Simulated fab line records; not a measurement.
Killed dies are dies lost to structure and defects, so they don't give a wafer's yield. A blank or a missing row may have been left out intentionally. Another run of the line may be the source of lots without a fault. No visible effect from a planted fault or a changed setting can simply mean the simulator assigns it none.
Struck lot and sound lot, side by side -- flow n5_finfet -- 21 out of 1938 route steps
Sound: the wafers L318.2, L318.3, L318.6. The struck wafers were L324.3, L324.4, L324.5. The cause is named last.
For every step that has rows: the tool of each side, followed by ch and its chambers, followed by its first start. Under that, the readings that differ: sound wafers -- struck wafers -- difference of the means -- sigmas: that difference in standard deviations of wafers without a fault.
alike: same words and numbers on both sides, and readings whose means sit less than 2 such deviations apart. not compared: any withheld reading, any reading some wafer has no value for, any bound like >300 that may hide the same value, and any number with overlapping values for which the record gives no deviation.
A row with sigmas, a row that says differs or no value, or rows on one side alone: a step with any of these is where the two part. Non-overlapping numbers with no deviation appear without sigmas and do not part them. A reading missing from all wafers of one side parts the sides only when that side holds two or more wafers.

first, 9 steps without rows for these wafers: N5_BEOL_M1_PRE_CLEAN_60 (time 15 s); N5_BEOL_M1_CO_CAP_55 (material Co, precursor CCTBA/H2, target thk 2 nm, time 102.1 s); N5_BEOL_M1_PRE_CLEAN_56 (time 15 s); N5_BEOL_M1_DEP_57 (deposits SiCN from 3MS/NH3, target thk 8 nm, time 14 s); N5_BEOL_M2_ILD_DEP_00 (deposits SiOC from DEMS/O2, target thk 79 nm, time 15.3 s); N5_BEOL_M2_PECVD_72 (deposits SiO2 from TEOS/O2, target thk 16 nm, time 18 s); N5_BEOL_M2_HM_DEP_02 (deposits TiN, target thk 20 nm); N5_BEOL_M2_COAT_61 (time 60 s, resist thk 60 nm); N5_BEOL_M2_COAT_62 (time 60 s, resist thk 12 nm).
N5_BEOL_M2_COAT_73: time 60 s, resist thk 5 nm.
  sound on litho_track-02 ch 0, day 8 05:52; struck on litho_track-02 ch 0, day 8 17:52
reading,sound,struck,difference,sigmas
spin_speed_rpm (rpm),1500.9 1501.3 1499.0,1720.0 1720.4 1721.2,+220.1,+99 or more
model.underlayer_of_BEOL_M2_COAT_73.thk_nm (nm),5 5 5,4.6 4.6 4.6,-0.4,
then, 7 steps without rows for these wafers: N5_BEOL_M2_COAT_05 (resist thk 30 nm); N5_BEOL_M2_EBR_07; N5_BEOL_M2_SOFTBAKE_06 (time 60 s); N5_BEOL_M2_EXPOSE_08 (exposes mask M2); N5_BEOL_M2_PEB_09 (peb time 60 s); N5_BEOL_M2_DEVELOP_10 (develop time 30 s); N5_BEOL_M2_DESCUM_16 (chemistry O2, time 7 s).
N5_BEOL_M2_ETCH_74: etches underlayer in N2/H2, target depth 6.5 nm, time 5.2 s.
  sound on rie_diel-01 ch 2,3, day 8 06:25; struck on rie_diel-05 ch 0,2, day 8 18:24
reading,sound,struck,difference,sigmas
etch_rf_on_time_s (s),5.17 5.34 5.25,5.00 4.87 4.98,-0.30,-2
model.etch.depth_nm (nm),5.009 5.021 5.021,4.684 4.682 4.695,-0.330,
  alike: drypump_motor_current_A, oes_product_au, rf_vpp_V, showerhead_plenum_p_Torr, throttle_valve_pct
  not compared: rf_hours_counter_h
then, 1 step without rows for these wafers: N5_BEOL_M2_ETCH_63 (etches SiARC in CF4, target depth 15.6 nm, time 26 s).
-- record jumps: 5 days separate the struck wafers' starts on either side; left off in module BEOL_M2, taken up again in module BEOL_M4, whose first shown step is the route's number 1111 --
N5_BEOL_M4_RC_MEAS_101:
  sound on prober-01 ch 0, day 12 10:05; struck on prober-01 ch 0, day 13 10:53
reading,sound,struck,difference,sigmas
DIBL_P (mV/V),34.7 35.6 33.7,38.7 38.0 42.4,+5.0,+2
  alike: DIBL_N, IOFF_N, IOFF_P, ION_N, ION_P, SS_N, SS_P, VT_N, VT_P
N5_PASSIVATION_PROBE_49:
  the record holds rows for the sound wafers here (prober-01, day 17 03:53) but none for the struck ones

WHERE THEY PART
First at N5_BEOL_M2_COAT_73; last, within this record, at N5_PASSIVATION_PROBE_49.

WHY: what the simulator had put in
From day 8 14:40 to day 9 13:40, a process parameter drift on litho_track-02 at N5_BEOL_M2_COAT_73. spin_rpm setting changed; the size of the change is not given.
